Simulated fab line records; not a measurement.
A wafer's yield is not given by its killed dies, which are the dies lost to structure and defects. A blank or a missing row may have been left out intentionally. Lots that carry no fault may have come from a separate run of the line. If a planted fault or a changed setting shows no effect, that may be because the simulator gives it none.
fab line records    flow n5_finfet
record lots=24  wafers=72  last_day=17
route steps=1938 shown BEOL_M4@1080 BEOL_M5@1137
lots that met no fault: taken from a fault-free run of the same line
start_h: hours from the record's first day to the start of the lot's first wafer shown    wait_h: hours elapsed since this lot's preceding step    " the same as in the row above    L1.1+2: a single row standing in for several wafers    - no value, or no start given    * or withheld: withheld    < > ~ a bound
route shown NAME@n: names a module that has steps shown in the file, with the first one's number in the route    usual: mean/standard deviation taken from wafers without a fault    same: alike in all rows    chamber/n: place in a boat    sites: per-site readings    _std_site: the standard deviation of these    _edge_site: mean of outer sites minus mean of inner sites    radius_mm: for every site, how far away it sits from the centre of the wafer    mask NAME#n: copy n    behind: the tool/chamber that last shaped the wafer    hold: cause of the lot's hold/its duration in hours/its outcome    device: names the non-switching transistor (n, p or np)    end of line: the route-end tests of the same wafers    step lacking rows: just its recipe    killed: not the wafer's yield, but the dies lost to structure and defects at the first sort    map: a wafer's dies, x killed, . not, _ none there
set.NAME: the run value of the setting; set.NAME@STEP: its run value at that earlier step    model.NAME: the simulator's own value behind a step, which no gauge read
the route's steps for a sample of lots (tables are steps, rows are wafers)
services: from which hour (start_h, from the record's first day; less than 0 if before it) a tool's chamber was out of use, for how many hours, and why
## steps
# step N5_BEOL_M4_PRE_CLEAN_45
# recipe gas=H2/He  time_s=30  temp_c=250
# usual heater_power_w=319/21
lot.wafer  tool            chamber  start_h  wait_h  heater_power_w
L074.3     pvd_sputter-01  -        161.84   0.0     341
L074.5     "               -        "        "       323
L074.6     "               -        "        "       318
L075.3     pvd_sputter-03  -        162.29   0.0     323
L075.4     "               -        "        "       374
L075.6     "               -        "        "       362
L076.3     pvd_sputter-03  -        175.97   0.0     323
L076.4     "               -        "        "       353
L076.6     "               -        "        "       322
L077.2     pvd_sputter-03  -        179.07   0.0     289
L077.5     "               -        "        "       352
L077.6     "               -        "        "       329
L078.1     pvd_sputter-01  -        188.43   0.0     296
L078.3     "               -        "        "       322
L078.6     "               -        "        "       328
L080.1     pvd_sputter-03  -        192.73   0.0     347
L080.2     "               -        "        "       319
L080.4     "               -        "        "       287
L079.1     pvd_sputter-01  -        195.84   0.0     300
L079.3     "               -        "        "       326
L079.5     "               -        "        "       331
L081.2     pvd_sputter-01  -        201.80   0.0     302
L081.5     "               -        "        "       330
L081.6     "               -        "        "       325
L082.1     pvd_sputter-02  -        205.15   0.0     319
L082.2     "               -        "        "       307
L082.3     "               -        "        "       284
L083.3     pvd_sputter-02  -        218.70   0.0     289
L083.4     "               -        "        "       320
L083.5     "               -        "        "       292
L084.3     pvd_sputter-01  -        226.40   0.0     303
L084.4     "               -        "        "       333
L084.6     "               -        "        "       326
L086.2     pvd_sputter-01  -        229.74   0.0     304
L086.3     "               -        "        "       323
L086.5     "               -        "        "       302
L085.2     pvd_sputter-02  -        232.94   0.0     297
L085.4     "               -        "        "       283
L085.5     "               -        "        "       323
L087.3     pvd_sputter-02  -        242.98   0.0     326
L087.4     "               -        "        "       276
L087.5     "               -        "        "       298
L088.1     pvd_sputter-01  -        250.86   0.0     309
L088.3     "               -        "        "       334
L088.5     "               -        "        "       331
L089.1     pvd_sputter-02  -        253.62   0.0     299
L089.5     "               -        "        "       327
L089.6     "               -        "        "       281
L090.2     pvd_sputter-03  -        253.99   0.0     283
L090.5     "               -        "        "       291
L090.6     "               -        "        "       319
L091.1     pvd_sputter-02  -        270.03   0.0     288
L091.2     "               -        "        "       333
L091.6     "               -        "        "       289
L092.1     pvd_sputter-01  -        273.52   0.0     331
L092.3     "               -        "        "       334
L092.4     "               -        "        "       300
L093.2     pvd_sputter-03  -        276.74   0.0     289
L093.4     "               -        "        "       324
L093.5     "               -        "        "       326
L094.1     pvd_sputter-01  -        279.74   0.0     303
L094.2     "               -        "        "       329
L094.3     "               -        "        "       328
L095.2     pvd_sputter-01  -        285.21   0.0     336
L095.3     "               -        "        "       302
L095.5     "               -        "        "       306
L096.2     pvd_sputter-03  -        296.66   0.0     337
L096.4     "               -        "        "       341
L096.5     "               -        "        "       287
L097.1     pvd_sputter-02  -        300.23   0.0     288
L097.3     "               -        "        "       325
L097.5     "               -        "        "       289
# step N5_BEOL_M4_ALD_84
# recipe material=TaN  target_thk_a=*  temp_c=275  ald_precursor_family=PDMAT  ald_co_reactant=NH3  pressure_torr=3  carrier_flow_sccm=1500  pulse_time_s=2  purge_time_s=3  co_reactant_purge_time_s=2  co_reactant_pulse_time_s=3  ald_cycles=30  precursor_vessel_temp_c=75  precursor_vessel_pressure_torr=26.25  precursor_vessel_carrier_sccm=1000
# usual chamber_pressure_Torr=3.001/0.0067  heater_power_w=427/26
# same co_reactant_pulse_time_s=3
lot.wafer  tool          chamber  start_h  wait_h  chamber_pressure_Torr  heater_power_w
L074.3     ald_metal-04  2        161.90   0.0     2.997                  436
L074.5     "             0        "        "       3.000                  430
L074.6     "             1        "        "       3.004                  416
L075.3     ald_metal-01  2        162.36   0.1     2.996                  389
L075.4     "             1        "        "       3.008                  440
L075.6     "             0        "        "       2.999                  459
L076.3     ald_metal-03  2        176.03   0.0     3.000                  434
L076.4     "             0        "        "       2.992                  377
L076.6     "             2        "        "       3.002                  428
L077.2     ald_metal-04  2        179.13   0.0     3.009                  430
L077.5     "             3        "        "       3.007                  465
L077.6     "             2        "        "       3.011                  421
L078.1     ald_metal-03  3        188.49   0.0     3.001                  416
L078.3     "             2        "        "       2.999                  424
L078.6     "             3        "        "       2.999                  423
L080.1     ald_metal-03  0        192.79   0.0     2.990                  373
L080.2     "             2        "        "       3.004                  426
L080.4     "             3        "        "       3.004                  431
L079.1     ald_metal-01  2        196.00   0.1     3.002                  393
L079.3     "             3        "        "       2.993                  443
L079.5     "             0        "        "       3.000                  462
L081.2     ald_metal-01  0        201.91   0.1     2.992                  454
L081.5     "             0        "        "       2.999                  461
L081.6     "             3        "        "       2.993                  432
L082.1     ald_metal-01  3        205.30   0.1     2.996                  444
L082.2     "             0        "        "       2.993                  464
L082.3     "             2        "        "       3.001                  390
L083.3     ald_metal-01  1        218.79   0.1     2.996                  442
L083.4     "             3        "        "       3.006                  440
L083.5     "             0        "        "       3.014                  450
L084.3     ald_metal-01  3        226.46   0.0     3.001                  440
L084.4     "             2        "        "       2.997                  386
L084.6     "             3        "        "       2.999                  451
L086.2     ald_metal-03  3        229.96   0.2     3.000                  409
L086.3     "             2        "        "       3.013                  439
L086.5     "             1        "        "       3.001                  369
L085.2     ald_metal-04  0        233.00   0.0     3.019                  435
L085.4     "             2        "        "       2.998                  424
L085.5     "             1        "        "       2.997                  415
L087.3     ald_metal-04  0        243.05   0.0     2.996                  425
L087.4     "             3        "        "       3.002                  451
L087.5     "             2        "        "       3.017                  422
L088.1     ald_metal-04  1        250.92   0.0     3.000                  407
L088.3     "             0        "        "       3.000                  428
L088.5     "             0        "        "       3.001                  424
L089.1     ald_metal-04  0        253.74   0.1     3.004                  419
L089.5     "             0        "        "       3.003                  414
L089.6     "             3        "        "       3.004                  446
L090.2     ald_metal-03  0        254.05   0.0     3.003                  382
L090.5     "             3        "        "       2.998                  420
L090.6     "             2        "        "       2.999                  437
L091.1     ald_metal-04  1        270.13   0.1     3.010                  423
L091.2     "             0        "        "       3.004                  421
L091.6     "             3        "        "       3.005                  476
L092.1     ald_metal-04  2        273.58   0.0     3.008                  435
L092.3     "             0        "        "       3.009                  422
L092.4     "             1        "        "       3.015                  415
L093.2     ald_metal-04  0        276.80   0.0     3.008                  436
L093.4     "             1        "        "       2.996                  420
L093.5     "             0        "        "       3.010                  426
L094.1     ald_metal-01  1        279.80   0.0     3.005                  431
L094.2     "             0        "        "       2.992                  467
L094.3     "             3        "        "       3.000                  436
L095.2     ald_metal-04  0        285.29   0.1     3.009                  425
L095.3     "             2        "        "       3.002                  427
L095.5     "             3        "        "       3.003                  463
L096.2     ald_metal-03  3        296.74   0.1     3.002                  410
L096.4     "             1        "        "       2.998                  384
L096.5     "             2        "        "       2.995                  418
L097.1     ald_metal-03  3        300.29   0.0     3.004                  424
L097.3     "             2        "        "       3.006                  441
L097.5     "             0        "        "       2.990                  374
# step N5_BEOL_M4_SURFACE_TREAT_85
# recipe gas=Ar  time_s=*  ion_energy_ev=*  ion_current_ma_cm2=0.5  pressure_mtorr=*  ar_flow_sccm=30
# usual pressure_mtorr=*  throttle_valve_pct=*
lot.wafer  tool            chamber  start_h  wait_h  pressure_mtorr  throttle_valve_pct
L074.3     pvd_sputter-03  -        162.21   0.2     *               *
L074.5     "               -        "        "       *               *
L074.6     "               -        "        "       *               *
L075.3     pvd_sputter-03  -        162.67   0.2     *               *
L075.4     "               -        "        "       *               *
L075.6     "               -        "        "       *               *
L076.3     pvd_sputter-03  -        176.37   0.2     *               *
L076.4     "               -        "        "       *               *
L076.6     "               -        "        "       *               *
L077.2     pvd_sputter-02  -        179.36   0.1     *               *
L077.5     "               -        "        "       *               *
L077.6     "               -        "        "       *               *
L078.1     pvd_sputter-02  -        188.83   0.2     *               *
L078.3     "               -        "        "       *               *
L078.6     "               -        "        "       *               *
L080.1     pvd_sputter-03  -        193.07   0.2     *               *
L080.2     "               -        "        "       *               *
L080.4     "               -        "        "       *               *
L079.1     pvd_sputter-01  -        196.28   0.2     *               *
L079.3     "               -        "        "       *               *
L079.5     "               -        "        "       *               *
L081.2     pvd_sputter-02  -        202.17   0.1     *               *
L081.5     "               -        "        "       *               *
L081.6     "               -        "        "       *               *
L082.1     pvd_sputter-02  -        205.55   0.1     *               *
L082.2     "               -        "        "       *               *
L082.3     "               -        "        "       *               *
L083.3     pvd_sputter-01  -        219.27   0.4     *               *
L083.4     "               -        "        "       *               *
L083.5     "               -        "        "       *               *
L084.3     pvd_sputter-02  -        226.87   0.3     *               *
L084.4     "               -        "        "       *               *
L084.6     "               -        "        "       *               *
L086.2     pvd_sputter-01  -        230.30   0.2     *               *
L086.3     "               -        "        "       *               *
L086.5     "               -        "        "       *               *
L085.2     pvd_sputter-03  -        233.25   0.2     *               *
L085.4     "               -        "        "       *               *
L085.5     "               -        "        "       *               *
L087.3     pvd_sputter-02  -        243.42   0.3     *               *
L087.4     "               -        "        "       *               *
L087.5     "               -        "        "       *               *
L088.1     pvd_sputter-03  -        251.15   0.1     *               *
L088.3     "               -        "        "       *               *
L088.5     "               -        "        "       *               *
L089.1     pvd_sputter-03  -        254.03   0.2     *               *
L089.5     "               -        "        "       *               *
L089.6     "               -        "        "       *               *
L090.2     pvd_sputter-03  -        254.43   0.3     *               *
L090.5     "               -        "        "       *               *
L090.6     "               -        "        "       *               *
L091.1     pvd_sputter-02  -        270.51   0.3     *               *
L091.2     "               -        "        "       *               *
L091.6     "               -        "        "       *               *
L092.1     pvd_sputter-02  -        273.83   0.1     *               *
L092.3     "               -        "        "       *               *
L092.4     "               -        "        "       *               *
L093.2     pvd_sputter-03  -        277.08   0.2     *               *
L093.4     "               -        "        "       *               *
L093.5     "               -        "        "       *               *
L094.1     pvd_sputter-02  -        280.06   0.2     *               *
L094.2     "               -        "        "       *               *
L094.3     "               -        "        "       *               *
L095.2     pvd_sputter-01  -        285.57   0.2     *               *
L095.3     "               -        "        "       *               *
L095.5     "               -        "        "       *               *
L096.2     pvd_sputter-03  -        297.28   0.4     *               *
L096.4     "               -        "        "       *               *
L096.5     "               -        "        "       *               *
L097.1     pvd_sputter-01  -        300.54   0.1     *               *
L097.3     "               -        "        "       *               *
L097.5     "               -        "        "       *               *
# step N5_BEOL_M4_ANNEAL_91
# recipe temp_c=400  time_s=240  ambient=vacuum
# usual heater_power_w=792/55
lot.wafer  tool            chamber  start_h  wait_h  heater_power_w
L074.3     pvd_sputter-01  -        163.62   0.0     803
L074.5     "               -        "        "       838
L074.6     "               -        "        "       831
L075.3     pvd_sputter-03  -        164.15   0.0     817
L075.4     "               -        "        "       909
L075.6     "               -        "        "       816
L076.3     pvd_sputter-01  -        177.97   0.0     819
L076.4     "               -        "        "       785
L076.6     "               -        "        "       800
L077.2     pvd_sputter-01  -        180.81   0.0     803
L077.5     "               -        "        "       772
L077.6     "               -        "        "       738
L078.1     pvd_sputter-03  -        191.27   0.0     727
L078.3     "               -        "        "       799
L078.6     "               -        "        "       717
L080.1     pvd_sputter-01  -        194.52   0.0     829
L080.2     "               -        "        "       731
L080.4     "               -        "        "       803
L079.1     pvd_sputter-01  -        198.04   0.0     790
L079.3     "               -        "        "       823
L079.5     "               -        "        "       752
L081.2     pvd_sputter-02  -        203.59   0.0     788
L081.5     "               -        "        "       727
L081.6     "               -        "        "       803
L082.1     pvd_sputter-03  -        207.36   0.0     720
L082.2     "               -        "        "       862
L082.3     "               -        "        "       816
L083.3     pvd_sputter-01  -        220.93   0.0     822
L083.4     "               -        "        "       830
L083.5     "               -        "        "       764
L084.3     pvd_sputter-02  -        228.32   0.0     779
L084.4     "               -        "        "       717
L084.6     "               -        "        "       809
L086.2     pvd_sputter-02  -        231.76   0.0     804
L086.3     "               -        "        "       709
L086.5     "               -        "        "       766
L085.2     pvd_sputter-01  -        234.66   0.0     828
L085.4     "               -        "        "       828
L085.5     "               -        "        "       798
L087.3     pvd_sputter-02  -        244.90   0.0     707
L087.4     "               -        "        "       811
L087.5     "               -        "        "       814
L088.1     pvd_sputter-03  -        252.55   0.0     700
L088.3     "               -        "        "       857
L088.5     "               -        "        "       713
L089.1     pvd_sputter-03  -        255.65   0.0     865
L089.5     "               -        "        "       902
L089.6     "               -        "        "       848
L090.2     pvd_sputter-02  -        255.92   0.0     815
L090.5     "               -        "        "       735
L090.6     "               -        "        "       822
L091.1     pvd_sputter-02  -        271.97   0.0     717
L091.2     "               -        "        "       813
L091.6     "               -        "        "       709
L092.1     pvd_sputter-03  -        275.24   0.0     900
L092.3     "               -        "        "       846
L092.4     "               -        "        "       717
L093.2     pvd_sputter-02  -        278.81   0.0     828
L093.4     "               -        "        "       736
L093.5     "               -        "        "       715
L094.1     pvd_sputter-01  -        281.57   0.0     845
L094.2     "               -        "        "       767
L094.3     "               -        "        "       786
L095.2     pvd_sputter-01  -        287.11   0.0     821
L095.3     "               -        "        "       822
L095.5     "               -        "        "       849
L096.2     pvd_sputter-01  -        298.78   0.0     820
L096.4     "               -        "        "       824
L096.5     "               -        "        "       832
L097.1     pvd_sputter-02  -        302.07   0.0     785
L097.3     "               -        "        "       804
L097.5     "               -        "        "       808
# step N5_BEOL_M5_STRIP_19
# recipe chemistry=O2  power_w=400  temp_c=40  pressure_mtorr=30  rf_frequency_hz=6e+07  bias_power_w=0  overash_fraction=0.2  o2_flow_sccm=225
# usual drypump_motor_current_A=5.7/0.43  oes_product_au=0.76/0.095  rf_vpp_V=3.6/0.5  showerhead_plenum_p_Torr=2.09/0.067  throttle_valve_pct=16.81/0.28
lot.wafer  tool         chamber  start_h  wait_h  drypump_motor_current_A  oes_product_au  rf_hours_counter_h  rf_vpp_V  showerhead_plenum_p_Torr  throttle_valve_pct
L074.3     rie_diel-01  0        168.81   0.1     5.3                      0.69            245                 3.3       2.16                      17.18
L074.5     "            2        "        "       6.3                      0.72            -                   3.0       2.11                      16.90
L074.6     "            3        "        "       5.8                      0.73            -                   2.9       2.03                      16.76
L075.3     rie_diel-03  0        169.50   0.1     5.7                      0.74            147                 4.4       2.19                      16.96
L075.4     "            1        "        "       5.8                      0.75            177                 3.4       2.11                      16.90
L075.6     "            1        "        "       5.7                      0.74            -                   3.4       2.11                      16.90
L076.3     rie_diel-04  3        183.18   0.1     5.9                      0.71            219                 2.9       2.09                      17.21
L076.4     "            1        "        "       6.1                      1.01            1                   2.6       2.05                      16.38
L076.6     "            2        "        "       5.7                      0.72            -                   4.0       2.18                      16.44
L077.2     rie_diel-01  1        185.99   0.2     6.0                      0.89            34                  3.7       2.12                      16.20
L077.5     "            1        "        "       6.0                      0.89            -                   3.8       2.12                      16.20
L077.6     "            2        "        "       6.2                      0.72            -                   3.9       2.11                      16.90
L078.1     rie_diel-04  3        196.28   0.1     6.0                      0.71            223                 3.7       2.09                      17.23
L078.3     "            1        "        "       6.1                      0.98            5                   3.9       2.05                      16.38
L078.6     "            0        "        "       4.7                      0.69            -                   2.8       2.00                      16.94
L080.1     rie_diel-03  2        199.49   0.1     5.5                      0.73            173                 3.2       2.01                      16.94
L080.2     "            3        "        "       5.2                      0.74            186                 2.6       2.19                      16.97
L080.4     "            0        "        "       5.7                      0.73            152                 2.6       2.19                      16.95
L079.1     rie_diel-03  3        202.83   0.1     5.3                      0.74            187                 2.9       2.19                      16.99
L079.3     "            2        "        "       5.5                      0.73            174                 2.7       2.01                      16.97
L079.5     "            3        "        "       5.2                      0.74            -                   3.0       2.19                      16.98
L081.2     rie_diel-04  3        209.35   0.1     6.0                      0.71            227                 3.9       2.09                      17.23
L081.5     "            2        "        "       5.8                      0.71            -                   3.5       2.18                      16.48
L081.6     "            1        "        "       6.1                      0.97            -                   3.8       2.05                      16.39
L082.1     rie_diel-01  3        211.80   0.1     5.8                      0.72            188                 3.7       2.02                      16.77
L082.2     "            0        "        "       5.3                      1.01            1                   4.6       2.16                      16.70
L082.3     "            2        "        "       6.3                      0.72            175                 3.8       2.11                      16.91
L083.3     rie_diel-01  3        225.83   0.1     5.8                      0.72            193                 3.5       2.02                      16.79
L083.4     "            2        "        "       6.3                      0.71            180                 4.1       2.10                      16.92
L083.5     "            2        "        "       6.3                      0.71            -                   3.1       2.10                      16.93
L084.3     rie_diel-03  0        233.96   0.1     5.6                      0.72            163                 2.9       2.18                      16.98
L084.4     "            1        "        "       5.7                      0.73            199                 4.0       2.10                      16.93
L084.6     "            0        "        "       5.7                      0.71            -                   3.5       2.18                      16.98
L086.2     rie_diel-01  2        237.01   0.1     6.3                      0.71            184                 4.1       2.10                      16.93
L086.3     "            0        "        "       5.3                      0.97            10                  3.5       2.16                      16.72
L086.5     "            1        "        "       6.0                      0.87            -                   4.0       2.11                      16.24
L085.2     rie_diel-04  0        240.55   0.3     4.7                      0.67            222                 3.5       2.00                      16.96
L085.4     "            1        "        "       6.1                      0.94            20                  3.2       2.05                      16.42
L085.5     "            3        "        "       5.9                      0.70            -                   3.6       2.08                      17.25
L087.3     rie_diel-03  0        250.21   0.1     5.6                      0.71            168                 3.4       2.18                      16.98
L087.4     "            3        "        "       5.2                      0.73            202                 3.2       2.18                      17.02
L087.5     "            2        "        "       5.5                      0.72            -                   3.8       2.00                      17.00
L088.1     rie_diel-04  3        261.33   0.2     5.9                      0.70            244                 3.8       2.08                      17.25
L088.3     "            1        "        "       6.1                      0.91            27                  3.6       2.05                      16.41
L088.5     "            3        "        "       5.9                      0.70            -                   3.6       2.08                      17.26
L089.1     rie_diel-04  1        261.44   0.1     6.1                      0.92            27                  3.0       2.05                      16.41
L089.5     "            0        "        "       4.7                      0.67            -                   3.9       2.00                      16.99
L089.6     "            3        "        "       6.0                      0.70            -                   3.6       2.08                      17.26
L090.2     rie_diel-03  3        261.47   0.1     5.2                      0.72            206                 4.0       2.18                      17.02
L090.5     "            2        "        "       5.5                      0.71            -                   4.0       2.00                      17.00
L090.6     "            1        "        "       5.8                      0.71            -                   4.1       2.09                      16.95
L091.1     rie_diel-04  2        277.13   0.1     5.8                      0.70            214                 3.3       2.17                      16.52
L091.2     "            3        "        "       5.9                      0.69            246                 3.4       2.08                      17.25
L091.6     "            2        "        "       5.7                      0.71            -                   4.0       2.17                      16.52
L092.1     rie_diel-04  3        280.45   0.2     6.0                      0.69            248                 4.9       2.08                      17.27
L092.3     "            0        "        "       4.7                      0.67            232                 3.4       2.00                      16.98
L092.4     "            2        "        "       5.7                      0.70            215                 4.2       2.17                      16.52
L093.2     rie_diel-03  3        284.56   0.3     5.3                      0.72            212                 4.4       2.18                      17.05
L093.4     "            2        "        "       5.5                      0.71            200                 3.3       2.00                      17.01
L093.5     "            0        "        "       5.7                      0.70            -                   3.6       2.18                      17.00
L094.1     rie_diel-04  0        289.39   0.2     4.7                      0.66            235                 3.8       1.99                      17.00
L094.2     "            2        "        "       5.7                      0.70            218                 3.7       2.17                      16.53
L094.3     "            1        "        "       6.1                      0.90            35                  3.6       2.04                      16.43
L095.2     rie_diel-04  2        292.90   0.1     5.7                      0.70            220                 3.2       2.17                      16.54
L095.3     "            0        "        "       4.7                      0.66            236                 3.2       1.99                      16.99
L095.5     "            0        "        "       4.7                      0.66            -                   3.6       1.99                      17.00
L096.2     rie_diel-03  0        304.65   0.1     5.7                      0.70            185                 3.3       2.18                      17.01
L096.4     "            3        "        "       5.2                      0.72            218                 4.0       2.18                      17.04
L096.5     "            1        "        "       5.7                      0.70            -                   4.3       2.09                      16.99
L097.1     rie_diel-04  3        306.38   0.1     5.9                      1.02            1                   4.8       2.08                      16.83
L097.3     "            2        "        "       5.7                      0.69            225                 3.4       2.16                      16.55
L097.5     "            0        "        "       4.7                      0.66            -                   3.6       1.99                      17.00
# step N5_BEOL_M5_ETCH_67
# recipe chemistry=CF4  target=SiARC  target_depth_a=156  mask_material=CAR-EUV  time_s=26  ion_energy_ev=80  pressure_mtorr=40  source_w=545  bias_w=36  Ar_flow_sccm=100  cf4_flow_sccm=100  ends=cleared
# usual drypump_motor_current_A=5.7/0.41  etch_rf_on_time_s=26.1/0.56  oes_product_au=0.65/0.077  rf_vpp_V=184.0/1.1  showerhead_plenum_p_Torr=2.13/0.061  throttle_valve_pct=15.72/0.25
lot.wafer  tool         chamber  start_h  wait_h  drypump_motor_current_A  etch_rf_on_time_s  oes_product_au  rf_hours_counter_h  rf_vpp_V  showerhead_plenum_p_Torr  throttle_valve_pct
L074.3     rie_diel-01  0        169.49   0.0     5.3                      26.2               0.59            245                 183.4     2.19                      16.05
L074.5     "            0        "        "       5.2                      26.2               0.59            -                   184.6     2.19                      16.05
L074.6     "            1        "        "       6.0                      25.9               0.75            -                   184.9     2.18                      15.24
L075.3     rie_diel-03  3        170.07   0.0     5.2                      25.5               0.65            175                 185.4     2.23                      15.88
L075.4     "            0        "        "       5.6                      26.3               0.62            147                 185.3     2.22                      15.82
L075.6     "            2        "        "       5.5                      25.8               0.64            -                   184.1     2.07                      15.90
L076.3     rie_diel-04  0        183.86   0.0     4.7                      25.6               0.59            203                 182.7     2.03                      15.74
L076.4     "            3        "        "       5.9                      26.0               0.61            220                 184.6     2.13                      16.12
L076.6     "            1        "        "       6.1                      25.5               0.85            -                   184.7     2.12                      15.41
L077.2     rie_diel-04  1        186.90   0.0     6.1                      25.1               0.86            2                   183.5     2.12                      15.41
L077.5     "            0        "        "       4.7                      26.0               0.59            -                   183.5     2.03                      15.76
L077.6     "            3        "        "       5.9                      25.8               0.61            -                   184.8     2.13                      16.14
L078.1     rie_diel-01  2        196.96   0.0     6.3                      25.9               0.63            168                 183.6     2.13                      15.73
L078.3     "            3        "        "       5.8                      26.6               0.61            181                 182.8     2.05                      15.62
L078.6     "            1        "        "       6.0                      25.6               0.75            -                   184.0     2.18                      15.23
L080.1     rie_diel-01  2        200.84   0.0     6.3                      26.5               0.62            170                 184.8     2.13                      15.73
L080.2     "            3        "        "       5.8                      27.0               0.61            183                 182.5     2.05                      15.64
L080.4     "            2        "        "       6.3                      26.7               0.62            -                   183.3     2.13                      15.75
L079.1     rie_diel-04  3        204.25   0.0     6.0                      25.7               0.61            226                 184.6     2.12                      16.12
L079.3     "            2        "        "       5.7                      26.6               0.60            191                 184.5     2.20                      15.36
L079.5     "            0        "        "       4.7                      26.2               0.59            -                   182.7     2.03                      15.77
L081.2     rie_diel-03  0        210.21   0.0     5.7                      26.5               0.62            156                 185.4     2.22                      15.84
L081.5     "            2        "        "       5.5                      26.3               0.62            -                   182.2     2.06                      15.93
L081.6     "            3        "        "       5.2                      26.1               0.63            -                   183.4     2.22                      15.92
L082.1     rie_diel-01  3        212.41   0.0     5.8                      26.6               0.61            188                 182.4     2.05                      15.65
L082.2     "            0        "        "       5.2                      24.7               0.87            1                   184.8     2.19                      15.58
L082.3     "            2        "        "       6.2                      26.3               0.62            175                 184.8     2.13                      15.74
L083.3     rie_diel-03  2        226.51   0.0     5.5                      25.8               0.63            182                 183.0     2.06                      15.96
L083.4     "            1        "        "       5.8                      26.6               0.62            196                 185.4     2.14                      15.81
L083.5     "            2        "        "       5.5                      26.1               0.63            -                   183.6     2.06                      15.93
L084.3     rie_diel-03  2        236.26   0.0     5.5                      26.0               0.63            186                 184.5     2.06                      15.97
L084.4     "            3        "        "       5.2                      25.9               0.63            199                 185.9     2.22                      15.91
L084.6     "            2        "        "       5.5                      25.8               0.63            -                   184.4     2.06                      15.97
L086.2     rie_diel-01  1        237.70   0.0     6.0                      25.6               0.73            48                  185.0     2.17                      15.25
L086.3     "            3        "        "       5.8                      26.7               0.60            196                 183.6     2.05                      15.65
L086.5     "            2        "        "       6.3                      26.2               0.61            -                   185.3     2.12                      15.77
L085.2     rie_diel-01  0        241.62   0.0     5.3                      24.8               0.82            11                  184.1     2.18                      15.59
L085.4     "            2        "        "       6.2                      26.1               0.61            186                 185.2     2.12                      15.77
L085.5     "            3        "        "       5.8                      26.9               0.60            -                   181.7     2.05                      15.68
L087.3     rie_diel-04  1        250.81   0.0     6.1                      25.3               0.80            24                  183.5     2.12                      15.46
L087.4     "            0        "        "       4.7                      25.8               0.59            224                 183.4     2.03                      15.78
L087.5     "            2        "        "       5.8                      26.7               0.59            -                   185.3     2.20                      15.37
L088.1     rie_diel-04  1        263.21   0.0     6.1                      25.4               0.79            27                  184.2     2.11                      15.46
L088.3     "            0        "        "       4.7                      25.8               0.59            227                 182.1     2.02                      15.81
L088.5     "            3        "        "       5.9                      25.9               0.59            -                   184.9     2.12                      16.17
L089.1     rie_diel-01  2        263.39   0.0     6.2                      26.3               0.60            192                 183.9     2.12                      15.77
L089.5     "            0        "        "       5.3                      24.5               0.81            -                   184.5     2.18                      15.60
L089.6     "            1        "        "       6.0                      25.7               0.73            -                   183.6     2.17                      15.28
L090.2     rie_diel-03  2        263.45   0.0     5.5                      26.0               0.62            195                 183.4     2.06                      15.98
L090.5     "            1        "        "       5.8                      26.3               0.62            -                   184.3     2.13                      15.85
L090.6     "            2        "        "       5.5                      26.1               0.61            -                   182.5     2.06                      15.99
L091.1     rie_diel-03  1        277.85   0.0     5.8                      26.4               0.61            212                 184.3     2.13                      15.85
L091.2     "            0        "        "       5.6                      26.5               0.60            176                 184.5     2.21                      15.89
L091.6     "            3        "        "       5.3                      26.1               0.62            -                   184.2     2.22                      15.95
L092.1     rie_diel-04  1        282.17   0.0     6.1                      25.3               0.78            32                  183.5     2.11                      15.46
L092.3     "            0        "        "       4.7                      25.5               0.58            232                 182.4     2.02                      15.81
L092.4     "            2        "        "       5.7                      26.3               0.59            215                 186.6     2.19                      15.39
L093.2     rie_diel-01  0        287.41   0.0     5.3                      24.6               0.79            25                  183.8     2.18                      15.60
L093.4     "            2        "        "       6.2                      26.4               0.60            199                 183.6     2.12                      15.79
L093.5     "            2        "        "       6.3                      26.4               0.60            -                   184.9     2.12                      15.78
L094.1     rie_diel-01  2        291.43   0.0     6.3                      26.3               0.60            201                 184.2     2.12                      15.78
L094.2     "            1        "        "       6.0                      26.0               0.71            64                  183.7     2.17                      15.30
L094.3     "            3        "        "       5.8                      26.9               0.59            213                 183.0     2.04                      15.70
L095.2     rie_diel-01  1        293.46   0.0     6.0                      25.9               0.72            64                  184.5     2.17                      15.29
L095.3     "            0        "        "       5.3                      24.9               0.79            27                  184.8     2.18                      15.61
L095.5     "            2        "        "       6.3                      26.4               0.60            -                   184.2     2.12                      15.80
L096.2     rie_diel-03  0        305.44   0.0     5.6                      26.6               0.59            186                 184.9     2.21                      15.90
L096.4     "            1        "        "       5.7                      26.7               0.60            -                   183.1     2.13                      15.89
L096.5     "            3        "        "       5.2                      25.9               0.61            -                   184.9     2.21                      15.97
L097.1     rie_diel-03  3        306.93   0.0     5.2                      25.9               0.61            219                 185.0     2.21                      15.98
L097.3     "            0        "        "       5.6                      26.3               0.60            186                 184.8     2.21                      15.90
L097.5     "            1        "        "       5.7                      26.5               0.60            -                   182.8     2.13                      15.88
## services
tool          chamber  start_h  hours  kind
rie_diel-04   -        138.91   0.5    repair
rie_diel-04   1        154.34   -      clean
rie_diel-04   1        154.34   -      consumable_replace:focus_ring
rie_diel-04   1        154.34   25.1   scheduled_down
rie_diel-04   1        154.34   25.1   vent_cycle
ald_metal-04  -        156.82   2.9    repair
rie_diel-01   0        188.11   -      clean
rie_diel-01   0        188.11   -      consumable_replace:focus_ring
rie_diel-01   0        188.11   20.4   scheduled_down
rie_diel-01   0        188.11   20.4   vent_cycle
rie_diel-01   1        203.57   15.6   repair
ald_metal-04  -        223.20   0.6    repair
ald_metal-03  0        231.60   2.0    repair
rie_diel-04   0        241.77   2.9    repair
rie_diel-03   3        243.02   4.6    repair
rie_diel-04   3        266.66   7.7    repair
ald_metal-01  0        267.58   10.6   repair
ald_metal-04  1        284.38   6.7    repair
rie_diel-04   3        288.44   -      clean
rie_diel-04   3        288.44   -      consumable_replace:focus_ring
rie_diel-04   3        288.44   14.5   scheduled_down
rie_diel-04   3        288.44   14.5   vent_cycle
rie_diel-03   2        305.25   9.0    repair
## key
fault none
